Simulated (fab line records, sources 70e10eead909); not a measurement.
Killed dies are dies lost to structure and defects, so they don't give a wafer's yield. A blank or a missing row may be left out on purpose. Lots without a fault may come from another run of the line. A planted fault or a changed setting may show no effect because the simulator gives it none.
Chamber matching | flow nand_harc | NHARC_P_ZERO_WELL_DESCUM_39 on rie_diel-09: 4 sister chambers
The step chemistry O2, time 3 s. 20 wafers are shown with their chamber, then 10 later ones without.

WAFERS WITH THEIR CHAMBER
wafer  | chamber | drypump_motor_current_A (A) | showerhead_plenum_p_Torr (Torr) | oes_product_au (a.u.)
L078.2 | 3       | 6.6                         | 2.02                            | 0.987
L078.4 | 0       | 5.3                         | 1.95                            | 0.988
L078.5 | 3       | 6.6                         | 2.02                            | 0.997
L080.3 | 1       | 5.5                         | 2.03                            | 0.964
L080.4 | 2       | 5.5                         | 1.98                            | 1.002
L080.6 | 3       | 6.6                         | 2.02                            | 0.976
L080.1 | 0       | 5.3                         | 1.95                            | 0.985
L080.2 | 3       | 6.6                         | 2.02                            | 0.982
L080.5 | 2       | 5.5                         | 1.98                            | 1.002
L081.4 | 1       | 5.6                         | 2.03                            | 0.977
L081.5 | 3       | 6.6                         | 2.02                            | 0.988
L081.6 | 0       | 5.3                         | 1.94                            | 0.997
L082.1 | 3       | 6.6                         | 2.02                            | 1.005
L082.4 | 0       | 5.3                         | 1.94                            | 0.993
L082.5 | 0       | 5.3                         | 1.94                            | 1.000
L083.1 | 3       | 6.6                         | 2.02                            | 1.012
L083.2 | 1       | 5.5                         | 2.02                            | 0.974
L083.6 | 1       | 5.5                         | 2.02                            | 0.980
L084.2 | 3       | 6.6                         | 2.01                            | 1.011
L084.3 | 2       | 5.5                         | 1.97                            | 0.998

SIGNATURES (means of the wafers above)
reading                  | chamber 0 | chamber 1 | chamber 2 | chamber 3 | scatter within a chamber
drypump_motor_current_A  | 5.300     | 5.525     | 5.500     | 6.600     | 0.0217
showerhead_plenum_p_Torr | 1.9440    | 2.0250    | 1.9767    | 2.0187    | 0.00484
oes_product_au           | 0.99260   | 0.97375   | 1.00067   | 0.99475   | 0.01
Rule: a wafer's distance from a chamber is the root of the sum, over the readings, of the square of ((its reading less the chamber's mean) divided by the reading's scatter). The wafer belongs to the nearest chamber; if the next one is less than 2 further off, it can't be placed. The scatter: the root of (the sum of the squares of (reading less its chamber's mean) over the shown wafers, divided by (wafers less chambers)).

WAFERS WITHOUT THEIR CHAMBER
wafer  | drypump_motor_current_A (A) | showerhead_plenum_p_Torr (Torr) | oes_product_au (a.u.)
L084.4 | 5.3                         | 1.94                            | 1.000
L085.1 | 5.4                         | 1.94                            | 1.010
L085.4 | 5.5                         | 1.97                            | 1.003
L085.5 | 5.3                         | 1.94                            | 1.003
L089.1 | 5.5                         | 2.02                            | 1.005
L089.2 | 5.3                         | 1.94                            | 1.018
L089.3 | 6.6                         | 2.01                            | 1.013
L096.1 | 5.3                         | 1.93                            | 1.007
L096.2 | 5.5                         | 2.01                            | 0.983
L096.3 | 5.5                         | 1.96                            | 1.017

WHICH CHAMBER EACH WENT THROUGH
wafer  | from the rows above | in truth
L084.4 | 0                   | 0
L085.1 | 0                   | 0
L085.4 | 2                   | 2
L085.5 | 0                   | 0
L089.1 | 1                   | 1
L089.2 | 0                   | 0
L089.3 | 3                   | 3
L096.1 | 0                   | 0
L096.2 | 1                   | 1
L096.3 | 2                   | 2
Placed correctly: 10 of 10. Can't be placed from these rows: 0. Placed wrongly: 0.
